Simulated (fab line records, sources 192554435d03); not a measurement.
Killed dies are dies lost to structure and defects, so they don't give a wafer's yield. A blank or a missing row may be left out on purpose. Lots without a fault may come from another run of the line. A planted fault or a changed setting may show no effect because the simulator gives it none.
Which tool did it? | flow n5_finfet | 9 lots, 25 wafers sampled, at 4 steps of a route of 1938

WHAT THE GAUGES READ, wafer by wafer
N5_BEOL_M4_RC_MEAS_101.
lot  | measured     | on        | ION_P (uA/um)
L679 | day 9 01:02  | prober-01 | 464 471
L683 | day 10 21:35 | prober-01 | 456 453 458
L686 | day 12 10:33 | prober-02 | 456 452
L687 | day 12 12:31 | prober-01 | 460 455 466
L689 | day 12 18:41 | prober-02 | 402 394 405
L690 | day 13 06:35 | prober-02 | 456 474 453
L692 | day 13 11:50 | prober-01 | 409 395 403
L696 | day 13 20:02 | prober-01 | 465 449 466
L697 | day 14 21:52 | prober-01 | 460 459 460

WHICH TOOL RAN EACH LOT (tool, then ch and the chambers of the sampled wafers, then the start)
lot  | N5_SD_EPI_N_ETCH_45               | N5_SD_EPI_P_ETCH_47               | N5_SD_EPI_P_SD_RECESS_17
L679 | rie_diel-04 ch 0,2, day 4 01:17   | rie_diel-05 ch 1,2, day 4 05:41   | rie_si-01 ch 3, day 4 05:51
L683 | rie_diel-03 ch 0,2,3, day 5 05:16 | rie_diel-06 ch 2,3, day 5 10:01   | rie_si-06 ch 0,1,3, day 5 10:11
L686 | rie_diel-01 ch 1,2, day 5 21:29   | rie_diel-05 ch 2,3, day 6 02:19   | rie_si-06 ch 0,1, day 6 02:29
L687 | rie_diel-01 ch 0,2,3, day 6 00:51 | rie_diel-06 ch 1,2,3, day 6 05:19 | rie_si-01 ch 0,2,3, day 6 05:29
L689 | rie_diel-04 ch 0,2, day 6 15:43   | rie_diel-05 ch 0,1,2, day 6 20:56 | rie_si-06 ch 1,2,3, day 6 21:06
L690 | rie_diel-03 ch 0,1,3, day 6 21:14 | rie_diel-06 ch 1,2,3, day 7 02:55 | rie_si-02 ch 0,1,3, day 7 03:05
L692 | rie_diel-01 ch 0,1,2, day 7 05:57 | rie_diel-02 ch 1,2, day 7 11:00   | rie_si-06 ch 0,1,2, day 7 11:11
L696 | rie_diel-01 ch 0,3, day 8 07:10   | rie_diel-06 ch 1,2,3, day 8 11:36 | rie_si-01 ch 0,1,3, day 8 11:46
L697 | rie_diel-04 ch 2,3, day 8 12:37   | rie_diel-02 ch 2,3, day 8 17:28   | rie_si-02 ch 1,2, day 8 17:38
- N5_SD_EPI_N_ETCH_45: etches SiOCN in CH3F/O2, target depth 6 nm.
- N5_SD_EPI_P_ETCH_47: etches SiOCN in CH3F/O2, target depth 25 nm.
- N5_SD_EPI_P_SD_RECESS_17: chemistry HBr/Cl2/O2, target depth 39.1 nm, bt time 3 s.

THE ANSWER, worked out from the rows above alone
Rule: what is usual is taken from the lots themselves. Put in order of their means at a reading, lots are off if they are a third of the lots or fewer, leave a main group of 4 or more, and stand apart from it by a gap of 3 or more times the standard deviation of the main group's means; of several such gaps the widest counts. A main group whose means are all the same, to the digits that the tables above print for the reading, isn't used. A lot without any number at a reading at which 4 lots or more have one is off too. The other lots that the step has rows for count as sound.
Off: L689, L692, at N5_BEOL_M4_RC_MEAS_101 (ION_P). The main group: mean 460 uA/um, standard deviation 4.
A tool fits if, at a process step before that reading, it ran every lot that is off, and no sound lot after the first of them. The gauges at N5_BEOL_M4_RC_MEAS_101 are tried like those tools. One fits: rie_si-06 at N5_SD_EPI_P_SD_RECESS_17. Its last sound lot is L686 (day 6 02:29), its first lot that is off L689 (day 6 21:06): a fault that began between those two fits.

WHAT THE SIMULATOR HAD PUT IN
Process parameter drift: rie_si-06, from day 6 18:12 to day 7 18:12, at N5_SD_EPI_P_SD_RECESS_17. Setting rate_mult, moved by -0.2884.
Lots struck among those shown: L689, L692. The rule above found the same.
